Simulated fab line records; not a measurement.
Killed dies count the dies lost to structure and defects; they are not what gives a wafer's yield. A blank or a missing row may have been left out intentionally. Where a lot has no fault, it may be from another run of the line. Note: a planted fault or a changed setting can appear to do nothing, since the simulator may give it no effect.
fab line records	flow n5-finfet
record lots=11	wafers=33	last-day=18
route steps=1938 shown BEOL_M12@1603
lots with no fault: from the same line, run without faults
start-h: start of the lot's first displayed wafer, in hours after the record's first day	wait-h: hours elapsed since this lot's preceding step	" as in the row above	L1.1+2: a row that stands for several wafers	- value missing, or start not given	* or withheld: withheld	< > ~ a bound
route shown NAME@n: names a module that has steps shown in the file, with the first one's number in the route	usual: the fault-free wafers' mean and standard deviation	same: alike in all rows	chamber/n: place in a boat	sites: the reading at each site	_std_site: how widely they spread, as a standard deviation	_edge_site: mean of outer sites minus mean of inner sites	radius-mm: how far each site lies from the wafer's centre	mask NAME#n: copy n	behind: the most recent tool/chamber to have shaped the wafer	hold: the reason the lot was held/the length of the hold in hours/how it ended	device: transistor that didn't switch, given as n, p or np	end of line: at the end of the route, the tests of the same wafers	for a step that has no rows: nothing shown but its recipe	killed: count of dies lost to structure and defects at first sort (not the wafer's yield)	map: the dies of a wafer, with x for killed, . for not killed, _ for no die there
set.NAME: the setting that was run; set.NAME@STEP: the one run at that earlier step	model.NAME: the simulator's own value behind a step, which no gauge read
the route's steps for a sample of lots (tables are steps, rows are wafers)
services: from which hour (start-h, from the record's first day; less than 0 if before it) a tool's chamber was out of use, for how many hours, and why
## steps
# step N5_BEOL_M12_THK_MEAS_01
# recipe reads=SiOC_of_BEOL_M12_ILD_DEP_00
# usual M12_ILD_THK=658/9.6
lot.wafer	tool	chamber	start-h	wait-h	M12_ILD_THK[nm]
L612.1	film-metro-02	-	235.36	0.1	660
L612.3	"	-	"	"	653
L612.4	"	-	"	"	669
L613.2	film-metro-02	-	237.65	0.1	660
L613.5	"	-	"	"	666
L613.6	"	-	"	"	663
L614.1	film-metro-02	-	251.24	0.1	641
L614.2	"	-	"	"	652
L614.4	"	-	"	"	662
L617.1	film-metro-02	-	259.79	0.1	663
L617.3	"	-	"	"	654
L617.4	"	-	"	"	657
L620.2	film-metro-02	-	293.27	0.1	660
L620.4	"	-	"	"	674
L620.5	"	-	"	"	662
L623.2	film-metro-02	-	310.88	0.1	653
L623.3	"	-	"	"	638
L623.4	"	-	"	"	651
L627.1	film-metro-02	-	320.39	0.1	639
L627.4	"	-	"	"	652
L627.5	"	-	"	"	662
L626.1	film-metro-02	-	324.11	0.1	645
L626.2	"	-	"	"	645
L626.5	"	-	"	"	667
L625.1	film-metro-01	-	327.21	0.1	654
L625.5	"	-	"	"	669
L625.6	"	-	"	"	669
L628.2	film-metro-02	-	340.91	0.1	648
L628.3	"	-	"	"	661
L628.5	"	-	"	"	664
L629.3	film-metro-01	-	388.38	0.1	661
L629.4	"	-	"	"	678
L629.5	"	-	"	"	666
# step N5_BEOL_M12_ETCH_59
# recipe chemistry=N2/H2	target=BARC	target-depth-a=890	overetch-a=267	time-s=67.9	ion-energy-ev=200	pressure-mtorr=30	source-w=840	bias-w=150	n2-flow-sccm=200	h2-flow-sccm=200
# usual drypump-motor-current-A=5.8/0.45	oes-product-au=0.68/0.077	rf-vpp-V=523.6/2.1	run-length-s=91.1/0.42	showerhead-plenum-p-Torr=2.53/0.058	throttle-valve-pct=17.90/0.24
lot.wafer	tool	chamber	start-h	wait-h	drypump-motor-current-A	oes-product-au	rf-hours-counter-h	rf-vpp-V	run-length-s	showerhead-plenum-p-Torr	throttle-valve-pct
L612.1	rie-diel-02	2	235.80	0.0	6.6	0.62	191	525.7	91.4	2.63	18.26
L612.3	"	3	"	"	5.2	0.60	212	523.2	91.3	2.51	17.71
L612.4	"	1	"	"	5.9	0.64	170	523.2	90.7	2.51	17.86
L613.2	rie-diel-04	0	238.34	0.0	5.3	0.59	224	524.2	90.7	2.52	17.93
L613.5	"	0	"	"	5.3	0.59	-	524.1	90.4	2.52	17.92
L613.6	"	1	"	"	5.6	0.68	-	524.4	91.7	2.56	18.09
L614.1	rie-diel-02	2	251.67	0.0	6.7	0.62	195	526.3	91.4	2.63	18.28
L614.2	"	3	"	"	5.2	0.60	217	523.0	91.4	2.51	17.71
L614.4	"	1	"	"	5.8	0.64	175	522.2	91.0	2.51	17.88
L617.1	rie-diel-04	2	260.21	0.0	6.0	0.65	131	523.6	91.0	2.55	17.67
L617.3	"	0	"	"	5.3	0.59	232	523.4	90.9	2.51	17.93
L617.4	"	1	"	"	5.6	0.66	119	522.9	91.4	2.56	18.09
L620.2	rie-diel-04	0	293.70	0.0	5.3	0.58	246	522.2	90.7	2.51	17.97
L620.4	"	2	"	"	6.0	0.65	144	525.3	91.3	2.54	17.68
L620.5	"	0	"	"	5.3	0.59	-	522.7	90.7	2.51	17.95
L623.2	rie-diel-02	1	311.37	0.0	5.8	0.63	199	523.0	90.5	2.50	17.91
L623.3	"	2	"	"	6.6	0.61	218	526.6	91.7	2.62	18.31
L623.4	"	0	"	"	6.2	0.71	71	524.4	90.4	2.58	17.75
L627.1	rie-diel-01	3	320.81	0.0	6.7	0.80	13	526.4	91.4	2.58	17.67
L627.4	"	3	"	"	6.7	0.80	-	525.2	91.9	2.58	17.66
L627.5	"	2	"	"	5.6	0.63	-	520.9	90.6	2.44	18.20
L626.1	rie-diel-04	0	324.54	0.0	5.3	0.84	0	522.9	90.8	2.51	17.46
L626.2	"	1	"	"	5.6	0.64	146	523.8	91.7	2.55	18.15
L626.5	"	3	"	"	5.6	0.77	-	524.0	91.6	2.57	17.75
L625.1	rie-diel-04	1	327.65	0.0	5.6	0.64	147	525.0	91.6	2.55	18.17
L625.5	"	3	"	"	5.6	0.76	-	525.2	91.3	2.57	17.75
L625.6	"	2	"	"	6.0	0.63	-	522.5	91.0	2.54	17.72
L628.2	rie-diel-01	1	342.06	0.0	6.2	0.67	124	524.2	91.1	2.56	18.15
L628.3	"	0	"	"	5.9	0.60	227	520.8	90.5	2.41	17.97
L628.5	"	0	"	"	5.9	0.60	-	517.4	90.7	2.41	17.97
L629.3	rie-diel-01	3	388.81	0.0	6.8	0.77	37	525.7	92.0	2.57	17.70
L629.4	"	0	"	"	5.9	0.59	244	517.8	91.1	2.40	18.01
L629.5	"	3	"	"	6.7	0.76	-	524.5	91.6	2.57	17.71
# step N5_BEOL_M12_ETCH_68
# recipe chemistry=N2/H2	target=SOC	mask-material=SiARC	source-w=3000	bias-w=350	temp-c=40	time-s=285	ion-energy-ev=200	pressure-mtorr=30	n2-flow-sccm=200	h2-flow-sccm=200
# usual drypump-motor-current-A=5.8/0.43	oes-product-au=0.79/0.096	rf-vpp-V=523.8/1.7	run-length-s=308.3/0.45	showerhead-plenum-p-Torr=2.53/0.052	throttle-valve-pct=17.77/0.24
lot.wafer	tool	chamber	start-h	wait-h	drypump-motor-current-A	oes-product-au	rf-hours-counter-h	rf-vpp-V	run-length-s	showerhead-plenum-p-Torr	throttle-valve-pct
L612.1	rie-diel-04	1	236.98	0.1	5.6	0.79	111	525.2	308.9	2.56	17.96
L612.3	"	3	"	"	5.6	0.94	11	526.7	308.8	2.59	17.58
L612.4	"	2	"	"	6.0	0.78	122	525.5	308.0	2.55	17.53
L613.2	rie-diel-04	0	239.52	0.1	5.3	0.68	225	522.7	307.7	2.52	17.81
L613.5	"	0	"	"	5.3	0.69	-	522.0	307.8	2.52	17.80
L613.6	"	1	"	"	5.6	0.78	-	524.4	308.4	2.56	17.98
L614.1	rie-diel-04	1	252.85	0.1	5.5	0.79	116	523.3	308.3	2.56	17.98
L614.2	"	2	"	"	5.9	0.77	128	523.7	308.3	2.55	17.55
L614.4	"	3	"	"	5.6	0.94	16	525.8	308.6	2.58	17.59
L617.1	rie-diel-04	2	261.28	0.1	6.0	0.78	132	523.5	308.0	2.55	17.55
L617.3	"	0	"	"	5.3	0.68	232	523.4	307.8	2.51	17.83
L617.4	"	1	"	"	5.5	0.79	119	523.2	308.5	2.56	17.98
L620.2	rie-diel-04	0	295.31	0.1	5.3	0.68	247	522.8	253.5	2.51	17.85
L620.4	"	0	"	"	5.3	0.68	-	522.2	253.0	2.51	17.83
L620.5	"	1	"	"	5.5	0.77	-	524.9	254.0	2.55	18.03
L623.2	rie-diel-02	1	312.51	0.1	5.9	0.73	200	523.6	307.5	2.50	17.80
L623.3	"	3	"	"	5.2	0.68	240	523.8	309.3	2.50	17.64
L623.4	"	2	"	"	6.6	0.72	218	525.3	308.9	2.62	18.19
L627.1	rie-diel-01	2	321.87	0.1	5.6	0.73	159	521.5	308.2	2.44	18.07
L627.4	"	0	"	"	5.9	0.70	-	520.1	307.8	2.41	17.84
L627.5	"	3	"	"	6.7	0.97	-	525.7	308.8	2.58	17.55
L626.1	rie-diel-04	1	325.62	0.1	5.5	0.76	147	524.8	254.1	2.55	18.04
L626.2	"	0	"	"	5.3	0.98	1	523.0	252.9	2.51	17.36
L626.5	"	3	"	"	5.6	0.89	-	524.7	253.9	2.57	17.64
L625.1	rie-diel-04	1	328.89	0.1	5.5	0.76	148	524.3	253.7	2.55	18.04
L625.5	"	0	"	"	5.3	0.96	-	523.9	253.5	2.51	17.36
L625.6	"	1	"	"	5.6	0.75	-	525.7	254.6	2.55	18.04
L628.2	rie-diel-01	3	343.60	0.1	6.7	0.95	21	526.5	309.1	2.58	17.56
L628.3	"	1	"	"	6.2	0.79	125	524.4	308.0	2.56	18.06
L628.5	"	1	"	"	6.2	0.79	-	524.7	307.8	2.56	18.06
L629.3	rie-diel-04	2	389.87	0.1	6.0	0.73	178	523.5	308.3	2.53	17.65
L629.4	"	0	"	"	5.3	0.90	25	523.5	307.7	2.50	17.40
L629.5	"	2	"	"	6.0	0.73	-	524.9	308.3	2.53	17.63
# step N5_BEOL_M12_ANNEAL_48
# recipe temp-c=225	time-s=90	ambient=N2
# usual wafer_temp_C_max=226.0/0.3
lot.wafer	tool	chamber	start-h	wait-h	wafer_temp_C_max
L613.2	rtp-anneal-02	0	242.66	0.1	225.7
L613.5	"	0	"	"	226.0
L613.6	"	0	"	"	225.8
L612.1	rtp-anneal-01	0	243.27	0.1	226.1
L612.3	"	0	"	"	226.2
L612.4	"	0	"	"	225.8
L614.1	rtp-anneal-01	0	255.88	0.1	226.0
L614.2	"	0	"	"	226.0
L614.4	"	0	"	"	226.3
L617.1	rtp-anneal-02	0	266.98	0.1	225.6
L617.3	"	0	"	"	225.5
L617.4	"	0	"	"	225.8
L620.2	rtp-anneal-01	0	297.90	0.1	225.7
L620.4	"	0	"	"	225.7
L620.5	"	0	"	"	226.4
L623.2	rtp-anneal-02	0	315.71	0.2	225.6
L623.3	"	0	"	"	225.9
L623.4	"	0	"	"	225.8
L627.1	rtp-anneal-01	0	323.98	0.3	226.2
L627.4	"	0	"	"	226.5
L627.5	"	0	"	"	226.2
L626.1	rtp-anneal-01	0	327.05	0.1	226.2
L626.2	"	0	"	"	225.8
L626.5	"	0	"	"	226.1
L625.1	rtp-anneal-02	0	330.70	0.1	225.7
L625.5	"	0	"	"	225.6
L625.6	"	0	"	"	225.5
L628.2	rtp-anneal-02	0	346.00	0.3	225.9
L628.3	"	0	"	"	225.6
L628.5	"	0	"	"	226.1
L629.3	rtp-anneal-02	0	394.24	0.2	226.2
L629.4	"	0	"	"	226.0
L629.5	"	0	"	"	226.1
## services
tool	chamber	start-h	hours	kind
rie-diel-01	3	242.29	6.0	repair
rie-diel-01	1	269.22	5.2	repair
rie-diel-01	-	280.26	14.6	pm
rie-diel-04	0	305.44	-	clean
rie-diel-04	0	305.44	-	consumable-replace:focus-ring
rie-diel-04	0	305.44	17.7	scheduled-down
rie-diel-04	0	305.44	17.7	vent-cycle
rie-diel-01	1	315.35	8.1	repair
rie-diel-02	1	318.16	4.5	repair
rie-diel-02	3	322.29	6.9	repair
rie-diel-02	3	343.56	-	clean
rie-diel-02	3	343.56	-	consumable-replace:focus-ring
rie-diel-02	3	343.56	21.9	scheduled-down
rie-diel-02	3	343.56	21.9	vent-cycle
rie-diel-02	1	372.11	5.3	repair
rie-diel-01	2	372.55	2.4	repair
rie-diel-02	-	382.23	3.2	repair
rie-diel-02	2	393.73	-	clean
rie-diel-02	2	393.73	-	consumable-replace:focus-ring
rie-diel-02	2	393.73	18.3	scheduled-down
rie-diel-02	2	393.73	18.3	vent-cycle
## key
first-sign step=N5_BEOL_M12_ETCH_68	reading=run-length-s	direction=down	sigmas=99+	usual=*	struck=*
effect none on later readings
met-at N5_BEOL_M12_ETCH_68
struck-lots L620,L625,L626
not-acting-at N5_BEOL_M12_THK_MEAS_01,N5_BEOL_M12_ETCH_59,N5_BEOL_M12_ANNEAL_48
onset-between 261.28 295.31
fault kind=process-parameter-drift	tool=rie-diel-04	chamber=-	onset-h=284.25	steps=N5_BEOL_M12_ETCH_68	channel=time-s	offset=*	shape=step	end-h=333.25	acts-in=*	stated=*
